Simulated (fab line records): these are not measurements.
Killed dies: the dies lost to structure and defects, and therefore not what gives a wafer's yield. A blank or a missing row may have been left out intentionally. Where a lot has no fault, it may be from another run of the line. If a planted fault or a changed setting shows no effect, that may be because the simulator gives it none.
A struck lot beside a sound one | flow nand harc | 15 out of 1302 route steps
Sound: wafers L715.1, L715.2, L715.4. Wafers L731.1, L731.2, L731.6 were the ones struck. At the end, the cause is stated.
At each step with rows: each side's tool, then ch and its chambers, then its first start. Under that, the readings that differ: sound wafers | struck wafers | difference of the means | sigmas: that difference in standard deviations of wafers without a fault.
alike: same words and numbers on both sides, and readings whose means sit less than 2 such deviations apart. not compared: any withheld reading, any reading some wafer has no value for, any bound like >300 that may hide the same value, and any number with overlapping values for which the record gives no deviation.
The two part at a step that has a row with sigmas, a row that says differs or no value, or rows on one side only. Numbers that have no deviation but don't overlap get no sigmas and don't part them. Lack of a reading on every wafer of one side parts them only where that side has two or more wafers.

NHARC_A_ZERO_WELL_DESCUM_12: chemistry O2, time 3 s.
  sound on rie diel-06 ch 0,1,2, day 7 10:31; struck on rie diel-11 ch 0,1,3, day 14 02:59
  alike: chamber pressure mTorr, drypump motor current A, oes product au, rf vpp V, showerhead plenum p Torr, throttle valve pct
  not compared: rf hours counter h
NHARC_A_ZERO_WELL_ETCH_19: etches the open film in N2/H2, target depth 80 nm, overetch 24 nm, time 87.88 s.
  sound on rie diel-06 ch 1,2,3, day 7 10:36; struck on rie diel-11 ch 2,3, day 14 03:04
  alike: chamber pressure mTorr, drypump motor current A, oes product au, rf vpp V, showerhead plenum p Torr, throttle valve pct
  not compared: rf hours counter h
NHARC_A_ZERO_WELL_ETCH_13: etches the open film in HBr/Cl2, target depth 120 nm, time 40.1 s.
  sound on rie si-04 ch 0,1,2, day 7 10:43; struck on rie si-01 ch 0,1, day 14 03:11
  alike: chamber pressure mTorr, drypump motor current A, oes product au, throttle valve pct
  not compared: rf hours counter h
then, 4 steps without rows for these wafers: NHARC_A_ZERO_WELL_STRIP_14 (strips in SPM, time 900 s); NHARC_A_ZERO_WELL_IMPLANT_15; NHARC_A_ZERO_WELL_PRECLEAN_22 (cleans in SC1, time 60 s); NHARC_A_ZERO_WELL_SRD_23.
NHARC_A_ZERO_WELL_RTA_16: time 10 s.
  sound on rtp anneal-01 ch 0, day 7 11:40; struck on rtp anneal-02 ch 0, day 14 04:05
  reading             | sound                | struck               | difference | sigmas
  lamp power pct (%)  | 31.2 31.1 31.1       | 32.6 32.5 32.5       | +1.4       | +3
  lamp_zone_5_pct (%) | 31.1 31.2 31.2       | 32.5 32.5 32.5       | +1.3       | +2
  lamp_zone_6_pct (%) | 31.2 31.1 31.2       | 32.5 32.4 32.5       | +1.3       | +2
  wafer_temp_C_max    | 1002.4 1002.3 1002.1 | 1004.5 1005.3 1005.1 | +2.7       | +2
NHARC_A_ZERO_WELL_INSPECT_17:
  sound: defect inspect-02 at day 7 11:51; struck: defect inspect-02 at day 14 04:17
  alike: raw defect count
then, 2 steps without rows for these wafers: NHARC_A_SOURCE_PLATE_PRECLEAN_00 (cleans in HF-LAST, time 60 s); NHARC_A_SOURCE_PLATE_SRD_01.
NHARC_A_SOURCE_PLATE_OXIDE_02: material SiO2, target thk 10 nm, ox time 1362 s.
  sound on furnace-01 ch 0, day 7 13:07; struck on furnace-01 ch 0, day 14 20:37
  alike: spike tc centre C, spike tc lower C, zone power bottom pct, zone power top pct
NHARC_A_SOURCE_PLATE_THK_MEAS_09: measures by ellipsometry.
  sound: film metro-02 at day 7 17:11; struck: film metro-02 at day 15 00:56
  reading     | sound         | struck         | difference | sigmas
  thk nm (nm) | 9.6 10.5 10.1 | 15.5 14.9 15.0 | +5.1       | +6
then, 1 step without rows for these wafers: NHARC_A_SOURCE_PLATE_PVD_04 (deposits WSi2, target thk 50 nm).
-- break in the record here, with 17 days between the starts of the struck wafers on either side (left off in module A_SOURCE_PLATE, picked up again in module END, where the first step shown is number 1302 on the route) --
NHARC_END_SORT_01:
  sound on prober-02 ch 0, day 24 21:13; struck on prober-01 ch 0, day 31 17:55
  alike: killed at array, killed at other, killed at periphery, killed dies, killed open, killed short

WHERE THEY PART
Last at NHARC_A_SOURCE_PLATE_THK_MEAS_09 as far as this record goes, first at NHARC_A_ZERO_WELL_RTA_16. Later steps at which nothing parts them and some readings are alike: NHARC_END_SORT_01.

WHY: what the simulator had put in
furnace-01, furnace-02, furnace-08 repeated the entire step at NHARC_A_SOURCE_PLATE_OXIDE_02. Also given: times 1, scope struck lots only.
